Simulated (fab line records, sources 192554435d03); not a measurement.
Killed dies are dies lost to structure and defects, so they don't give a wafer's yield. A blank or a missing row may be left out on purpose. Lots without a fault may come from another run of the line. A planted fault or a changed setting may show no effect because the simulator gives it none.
Chamber matching | flow n5_finfet | N5_FIN_CUT_STRIP_22 on rie_diel-06: 4 sister chambers
The step strips in N2/H2. 4 wafers are shown with their chamber, then 6 later ones without.

WAFERS WITH THEIR CHAMBER
wafer  | chamber | drypump_motor_current_A (A)
L087.2 | 2       | 5.9
L090.1 | 1       | 6.6
L090.3 | 0       | 5.1
L090.5 | 3       | 6.5

WAFERS WITHOUT THEIR CHAMBER
wafer  | drypump_motor_current_A (A)
L091.2 | 5.9
L091.3 | 5.2
L091.4 | 6.4
L097.1 | 6.4
L097.4 | 5.9
L097.5 | 6.5

WHICH CHAMBER EACH WENT THROUGH
wafer  | from the rows above     | in truth
L091.2 | 2                       | 2
L091.3 | 0                       | 0
L091.4 | can't be placed: 3 or 1 | 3
L097.1 | can't be placed: 3 or 1 | 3
L097.4 | 2                       | 2
L097.5 | can't be placed: 3 or 1 | 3
Placed correctly: 3 of 6. Can't be placed from these rows: 3 (the true chamber is among the candidates in 3). Placed wrongly: 0.
How it was worked out, from the rows above alone: a wafer's distance from a chamber is the root of the sum, over the readings, of the square of ((its reading less the chamber's mean) divided by the reading's scatter). The wafer belongs to the nearest chamber; if the next one is less than 2 further off, it can't be placed. A chamber's mean is the mean of its shown wafers. The scatter: with one shown wafer a chamber, the root of the mean of the squares of how far each hidden wafer lies from its nearest shown one.
